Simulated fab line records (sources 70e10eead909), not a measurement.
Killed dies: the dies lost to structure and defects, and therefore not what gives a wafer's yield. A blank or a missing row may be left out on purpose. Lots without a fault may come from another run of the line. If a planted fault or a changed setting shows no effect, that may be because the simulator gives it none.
Which tool was responsible? / flow nandHarc / 7 lots, 20 wafers sampled, at 4 steps of a route of 1159

## WHAT THE GAUGES SHOWED, per wafer
NHARC_END_SORT_01.
lot=L702; measured=day 20 17:59; on=prober-02; killedAtArray=16 25 24
lot=L703; measured=day 20 11:52; on=prober-02; killedAtArray=17 21 23
lot=L706; measured=day 21 00:33; on=prober-01; killedAtArray=23 27 30
lot=L712; measured=day 22 04:23; on=prober-01; killedAtArray=38 677
lot=L718; measured=day 23 19:26; on=prober-02; killedAtArray=34 37 37
lot=L720; measured=day 24 09:18; on=prober-01; killedAtArray=16 13 14
lot=L724; measured=day 25 00:58; on=prober-01; killedAtArray=28 46 39

## TOOL THAT RAN EACH LOT (tool first, then ch and the chambers of the sampled wafers, then the start)
lot=L702; NHARC_A_SGD_CUT_DEP_00=pecvd-04 ch 0,2, day 14 10:47; NHARC_THIN_TSV_CMP_21=cmp-02 ch 1,2,3, day 20 03:15; NHARC_THIN_TSV_ETCH_59=rieMetal-02 ch 0,1, day 20 05:07
lot=L703; NHARC_A_SGD_CUT_DEP_00=pecvd-03 ch 0,1,2, day 14 11:07; NHARC_THIN_TSV_CMP_21=cmp-01 ch 0,1,2, day 19 21:04; NHARC_THIN_TSV_ETCH_59=rieMetal-02 ch 0,1, day 19 22:59
lot=L706; NHARC_A_SGD_CUT_DEP_00=pecvd-02 ch 0,1,2, day 14 21:17; NHARC_THIN_TSV_CMP_21=cmp-04 ch 1,2,3, day 20 11:55; NHARC_THIN_TSV_ETCH_59=rieMetal-01 ch 0,1, day 20 13:49
lot=L712; NHARC_A_SGD_CUT_DEP_00=pecvd-02 ch 1, day 16 12:35; NHARC_THIN_TSV_CMP_21=cmp-02 ch 2, day 21 19:19; NHARC_THIN_TSV_ETCH_59=rieMetal-03 ch 0, day 21 21:08
lot=L718; NHARC_A_SGD_CUT_DEP_00=pecvd-03 ch 0,1,2, day 17 13:24; NHARC_THIN_TSV_CMP_21=cmp-02 ch 1,2,3, day 23 03:11; NHARC_THIN_TSV_ETCH_59=rieMetal-03 ch 0,1, day 23 05:07
lot=L720; NHARC_A_SGD_CUT_DEP_00=pecvd-03 ch 1,2, day 18 19:34; NHARC_THIN_TSV_CMP_21=cmp-01 ch 1,2,3, day 23 16:34; NHARC_THIN_TSV_ETCH_59=rieMetal-03 ch 0,1, day 23 18:27
lot=L724; NHARC_A_SGD_CUT_DEP_00=pecvd-03 ch 0,1,2, day 19 22:27; NHARC_THIN_TSV_CMP_21=cmp-02 ch 1,2,3, day 24 12:02; NHARC_THIN_TSV_ETCH_59=rieMetal-01 ch 0,1, day 24 13:49
- NHARC_A_SGD_CUT_DEP_00: deposits SiNx, target thk 50 nm.
- NHARC_THIN_TSV_CMP_21: polishes, t overpolish 30 s, target thk 2000 nm.
- NHARC_THIN_TSV_ETCH_59: etches the open film in Cl2/BCl3, target depth 880 nm, time 138.1 s.

## THE ANSWER, worked out from the rows above alone
Rule: the lots themselves supply what counts as usual. Put in order of their means at a reading, lots are off if they are a third of the lots or fewer, leave a main group of 4 or more, and stand apart from it by a gap of 3 or more times the standard deviation of the main group's means; of several such gaps the widest counts. The tables above print the reading to a certain number of digits; a main group whose means all agree to those digits is not used. A lot without any number at a reading at which 4 lots or more have one is off too. All remaining lots with rows at the step are treated as sound.
Off at NHARC_END_SORT_01 (killedAtArray): L712. Mean 26 and standard deviation 8.4 in the main group.
A tool fits if, at a process step before that reading, it ran every lot that is off, and no sound lot after the first of them. Gauges at NHARC_END_SORT_01: tried the same way as those tools. One candidate fits, namely pecvd-02 at NHARC_A_SGD_CUT_DEP_00. A fault onset in the window from L706 (day 14 21:17, its last sound lot) to L712 (day 16 12:35, its first lot off) fits.

## WHAT THE SIMULATOR PUT IN
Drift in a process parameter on pecvd-02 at NHARC_A_SGD_CUT_DEP_00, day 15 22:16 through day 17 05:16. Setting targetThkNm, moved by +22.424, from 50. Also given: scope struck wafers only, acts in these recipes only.
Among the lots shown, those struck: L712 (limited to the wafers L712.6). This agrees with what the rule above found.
